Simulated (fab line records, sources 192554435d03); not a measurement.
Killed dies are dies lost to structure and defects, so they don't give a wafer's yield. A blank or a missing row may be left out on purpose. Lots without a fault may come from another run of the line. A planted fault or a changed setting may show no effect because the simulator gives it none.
Chamber matching | flow n5_finfet | N5_BEOL_M10_DESCUM_33 on rie_diel-05: 4 sister chambers
The step chemistry O2, time 7.9 s. 18 wafers are shown with their chamber, then 9 later ones without.

WAFERS WITH THEIR CHAMBER
wafer  | chamber | throttle_valve_pct (%) | showerhead_plenum_p_Torr (Torr) | oes_product_au (a.u.)
L637.3 | 3       | 20.41                  | 2.22                            | 0.81
L637.4 | 1       | 20.65                  | 2.12                            | 0.82
L637.6 | 1       | 20.63                  | 2.12                            | 0.82
L638.3 | 2       | 20.18                  | 2.17                            | 0.73
L638.4 | 1       | 20.65                  | 2.12                            | 0.82
L638.6 | 3       | 20.42                  | 2.22                            | 0.80
L640.1 | 0       | 20.73                  | 2.10                            | 0.77
L640.3 | 2       | 20.19                  | 2.16                            | 0.73
L640.6 | 1       | 20.63                  | 2.11                            | 0.81
L642.1 | 1       | 20.67                  | 2.11                            | 0.81
L642.2 | 0       | 20.75                  | 2.10                            | 0.76
L642.4 | 2       | 20.19                  | 2.16                            | 0.71
L643.2 | 3       | 20.43                  | 2.22                            | 0.79
L643.5 | 2       | 20.22                  | 2.16                            | 0.71
L643.6 | 3       | 20.42                  | 2.22                            | 0.78
L651.1 | 0       | 20.78                  | 2.09                            | 0.75
L651.5 | 1       | 20.68                  | 2.10                            | 0.79
L651.6 | 0       | 20.78                  | 2.09                            | 0.75

SIGNATURES (means of the wafers above)
reading                  | chamber 0 | chamber 1 | chamber 2 | chamber 3 | scatter within a chamber
throttle_valve_pct       | 20.7600   | 20.6517   | 20.1950   | 20.4200   | 0.0189
showerhead_plenum_p_Torr | 2.0950    | 2.1133    | 2.1625    | 2.2200    | 0.00603
oes_product_au           | 0.7575    | 0.8117    | 0.7200    | 0.7950    | 0.0115
Rule: a wafer's distance from a chamber is the root of the sum, over the readings, of the square of ((its reading less the chamber's mean) divided by the reading's scatter). The wafer belongs to the nearest chamber; if the next one is less than 2 further off, it can't be placed. The scatter: the root of (the sum of the squares of (reading less its chamber's mean) over the shown wafers, divided by (wafers less chambers)).

WAFERS WITHOUT THEIR CHAMBER
wafer  | throttle_valve_pct (%) | showerhead_plenum_p_Torr (Torr) | oes_product_au (a.u.)
L653.1 | 20.70                  | 2.10                            | 0.78
L653.2 | 20.25                  | 2.15                            | 0.69
L653.6 | 20.46                  | 2.21                            | 0.76
L656.1 | 20.46                  | 2.21                            | 0.76
L656.2 | 20.24                  | 2.15                            | 0.70
L656.3 | 20.72                  | 2.10                            | 0.78
L659.1 | 20.24                  | 2.15                            | 0.69
L659.3 | 20.82                  | 2.09                            | 0.73
L659.5 | 20.71                  | 2.10                            | 0.78

WHICH CHAMBER EACH WENT THROUGH
wafer  | from the rows above     | in truth
L653.1 | can't be placed: 0 or 1 | 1
L653.2 | 2                       | 2
L653.6 | 3                       | 3
L656.1 | 3                       | 3
L656.2 | 2                       | 2
L656.3 | 0                       | 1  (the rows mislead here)
L659.1 | 2                       | 2
L659.3 | 0                       | 0
L659.5 | can't be placed: 0 or 1 | 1
Placed correctly: 6 of 9. Can't be placed from these rows: 2 (the true chamber is among the candidates in 2). Placed wrongly: 1.
